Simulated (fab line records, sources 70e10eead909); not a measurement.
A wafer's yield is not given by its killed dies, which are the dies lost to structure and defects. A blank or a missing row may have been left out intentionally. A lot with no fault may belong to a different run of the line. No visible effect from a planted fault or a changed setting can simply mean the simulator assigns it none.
Chamber matching ; flow nand harc ; 4 sister chambers for NHARC_A_STAIRCASE_CMP_472 on cmp-01
The step polishes SiO2. 16 wafers are shown with their chamber, then 8 later ones without.

## EACH WAFER AND ITS CHAMBER
wafer;chamber;motor current A (A);retaining ring pressure frac
L075.2;2;11.4;1.004
L075.5;2;10.7;1.003
L075.6;1;11.5;0.999
L077.2;2;11.0;1.003
L077.5;1;11.5;0.998
L077.6;2;10.9;1.003
L082.2;3;13.3;1.001
L082.4;0;14.0;1.004
L082.6;3;12.4;1.005
L086.2;0;13.6;1.000
L086.4;3;13.1;0.993
L086.5;2;11.0;0.999
L093.2;0;13.8;0.994
L093.3;1;10.9;0.997
L093.5;0;12.7;0.998
L092.1;1;12.0;0.999

SIGNATURES (means of the wafers above)
reading;chamber 0;chamber 1;chamber 2;chamber 3;scatter within a chamber
motor current A;13.525;11.475;11.000;12.933;0.438
retaining ring pressure frac;0.99900;0.99825;1.00240;0.99967;0.00347
Rule: a wafer's distance from a chamber is the root of the sum, over the readings, of the square of ((its reading less the chamber's mean) divided by the reading's scatter). If the next closest chamber is less than 2 further off than the closest, the wafer can't be placed; otherwise it belongs to the closest. The scatter: take each reading less its chamber's mean, square it, sum over the shown wafers, divide by the number of wafers less the number of chambers, and take the root.

## WAFERS MISSING THEIR CHAMBER
wafer;motor current A (A);retaining ring pressure frac
L092.4;10.2;1.002
L092.6;13.2;0.993
L095.1;11.9;0.996
L095.4;13.2;0.996
L095.5;13.5;0.996
L096.2;13.3;1.001
L096.3;13.8;1.001
L096.6;10.9;0.994

## WHICH CHAMBER EACH ONE RAN IN
wafer;from the rows above;in truth
L092.4;can't be placed: 2 or 1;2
L092.6;can't be placed: 0 or 3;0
L095.1;can't be placed: 1 or 3 or 2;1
L095.4;can't be placed: 0 or 3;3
L095.5;can't be placed: 0 or 3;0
L096.2;can't be placed: 0 or 3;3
L096.3;can't be placed: 0 or 3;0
L096.6;can't be placed: 1 or 2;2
Correctly placed: 0 of 8. Can't be placed from these rows: 8 (the true chamber is among the candidates in 8). Wrongly placed: 0.
